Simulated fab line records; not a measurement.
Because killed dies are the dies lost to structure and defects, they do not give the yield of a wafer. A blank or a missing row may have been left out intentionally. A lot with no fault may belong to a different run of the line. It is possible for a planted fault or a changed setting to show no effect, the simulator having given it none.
Chamber matching + flow n5Finfet + N5_BEOL_M3_DESCUM_33 on rieDiel-04: 4 sister chambers
The step chemistry O2, time 7 s. 4 wafers are shown with their chamber, then 12 later ones without.

== WAFERS PAIRED WITH THEIR CHAMBERS ==
| wafer  | chamber | showerheadPlenumPTorr (Torr) |
|--------|---------|------------------------------|
| L079.2 | 3       | 2.08                         |
| L085.4 | 2       | 2.09                         |
| L085.5 | 0       | 1.98                         |
| L085.6 | 1       | 2.13                         |

== WAFERS WITH NO CHAMBER GIVEN ==
| wafer  | showerheadPlenumPTorr (Torr) |
|--------|------------------------------|
| L086.1 | 1.98                         |
| L086.2 | 2.08                         |
| L086.3 | 2.13                         |
| L086.4 | 2.07                         |
| L086.5 | 2.13                         |
| L086.6 | 1.98                         |
| L092.1 | 2.07                         |
| L092.2 | 1.97                         |
| L092.5 | 1.97                         |
| L095.1 | 2.13                         |
| L095.4 | 2.07                         |
| L095.5 | 1.97                         |

== THE CHAMBER EACH PASSED THROUGH ==
| wafer  | from the rows above     | in truth |
|--------|-------------------------|----------|
| L086.1 | 0                       | 0        |
| L086.2 | can't be placed: 3 or 2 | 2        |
| L086.3 | 1                       | 1        |
| L086.4 | can't be placed: 3 or 2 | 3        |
| L086.5 | 1                       | 1        |
| L086.6 | 0                       | 0        |
| L092.1 | can't be placed: 3 or 2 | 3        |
| L092.2 | 0                       | 0        |
| L092.5 | 0                       | 0        |
| L095.1 | 1                       | 1        |
| L095.4 | can't be placed: 3 or 2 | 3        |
| L095.5 | 0                       | 0        |
Correct placement for 8 of the 12. Cannot be placed on the basis of these rows: 4; the candidates contain the true chamber in 4. 0 placed wrongly.
How it was worked out, from the rows above alone: a wafer's distance from a chamber is the root of the sum, over the readings, of the square of ((its reading less the chamber's mean) divided by the reading's scatter). The wafer belongs to the nearest chamber; if the next one is less than 2 further off, it can't be placed. The mean given for a chamber averages the wafers shown for that chamber. The scatter: root of mean squared gap, hidden wafer to nearest shown wafer, with one shown wafer a chamber.
